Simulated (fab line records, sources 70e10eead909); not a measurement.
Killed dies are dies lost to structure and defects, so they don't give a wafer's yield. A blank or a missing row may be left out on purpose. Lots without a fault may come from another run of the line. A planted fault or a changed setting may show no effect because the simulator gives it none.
Chamber matching | flow nand_harc | NHARC_A_WL_FILL_ALD_02 on ald_metal-04: 4 sister chambers
The step deposits TiN, target thk 2 nm, pulse time 3 s, ald cycles 100. 8 wafers are shown with their chamber, then 11 later ones without.

WAFERS WITH THEIR CHAMBER
wafer  | chamber | heater_power_w (W) | precursor_pulse_height_rel
L085.1 | 2       | 967                | 0.973
L085.3 | 1       | 1090               | 1.020
L085.5 | 0       | 974                | 0.984
L085.6 | 3       | 1033               | 1.017
L086.2 | 0       | 988                | 1.001
L086.4 | 1       | 1088               | 1.014
L086.6 | 2       | 971                | 0.990
L087.2 | 3       | 1048               | 0.982

WAFERS WITHOUT THEIR CHAMBER
wafer  | heater_power_w (W) | precursor_pulse_height_rel
L087.5 | 976                | 1.020
L087.6 | 1056               | 0.989
L087.1 | 1094               | 1.012
L087.3 | 956                | 0.993
L087.4 | 966                | 1.007
L091.2 | 1059               | 0.994
L091.4 | 946                | 0.970
L091.5 | 937                | 0.996
L097.2 | 1070               | 1.023
L097.4 | 1063               | 1.004
L097.6 | 1046               | 1.011

WHICH CHAMBER EACH WENT THROUGH
wafer  | from the rows above     | in truth
L087.5 | can't be placed: 0 or 2 | 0
L087.6 | 3                       | 3
L087.1 | 1                       | 1
L087.3 | can't be placed: 2 or 0 | 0
L087.4 | can't be placed: 2 or 0 | 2
L091.2 | can't be placed: 3 or 1 | 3
L091.4 | can't be placed: 2 or 0 | 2
L091.5 | can't be placed: 2 or 0 | 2
L097.2 | can't be placed: 1 or 3 | 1
L097.4 | can't be placed: 3 or 1 | 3
L097.6 | 3                       | 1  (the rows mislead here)
Placed correctly: 2 of 11. Can't be placed from these rows: 8 (the true chamber is among the candidates in 8). Placed wrongly: 1.
How it was worked out, from the rows above alone: a wafer's distance from a chamber is the root of the sum, over the readings, of the square of ((its reading less the chamber's mean) divided by the reading's scatter). The wafer belongs to the nearest chamber; if the next one is less than 2 further off, it can't be placed. A chamber's mean is the mean of its shown wafers. The scatter: the root of (the sum of the squares of (reading less its chamber's mean) over the shown wafers, divided by (wafers less chambers)).
